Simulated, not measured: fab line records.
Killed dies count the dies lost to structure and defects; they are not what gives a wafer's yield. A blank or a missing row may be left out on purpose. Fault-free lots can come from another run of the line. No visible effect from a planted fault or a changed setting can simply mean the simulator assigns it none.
Matching of chambers | flow n5-finfet | N5_BEOL_M1_CO_CAP_55 on cvd-co-02: 3 sister chambers
The step material Co, precursor CCTBA/H2, target thk 2 nm, time 102.1 s. 6 wafers are shown with their chamber, then 10 later ones without.

== WAFERS PAIRED WITH THEIR CHAMBERS ==
wafer  | chamber | heater-power-w (W)
L080.4 | 2       | 204
L083.1 | 2       | 200
L083.2 | 0       | 250
L083.4 | 1       | 246
L088.2 | 0       | 242
L088.3 | 1       | 244

== WAFERS WHOSE CHAMBER IS MISSING ==
wafer  | heater-power-w (W)
L088.5 | 206
L090.1 | 246
L090.3 | 246
L090.6 | 246
L091.1 | 255
L091.2 | 206
L091.3 | 245
L096.1 | 239
L096.4 | 207
L096.5 | 247

== WHICH CHAMBER EACH ONE RAN IN ==
wafer  | from the rows above     | in truth
L088.5 | 2                       | 2
L090.1 | can't be placed: 0 or 1 | 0
L090.3 | can't be placed: 0 or 1 | 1
L090.6 | can't be placed: 0 or 1 | 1
L091.1 | can't be placed: 0 or 1 | 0
L091.2 | 2                       | 2
L091.3 | can't be placed: 1 or 0 | 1
L096.1 | can't be placed: 1 or 0 | 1
L096.4 | 2                       | 2
L096.5 | can't be placed: 0 or 1 | 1
3 of 10 placed correctly. Unplaceable from these rows: 7, with the true chamber sitting among the candidates in 7. Placed wrongly: 0.
How it was worked out, from the rows above alone: a wafer's distance from a chamber is the root of the sum, over the readings, of the square of ((its reading less the chamber's mean) divided by the reading's scatter). If the next closest chamber is less than 2 further off than the closest, the wafer can't be placed; otherwise it belongs to the closest. A chamber's mean is the mean of its shown wafers. The scatter: take each reading less its chamber's mean, square it, sum over the shown wafers, divide by the number of wafers less the number of chambers, and take the root.
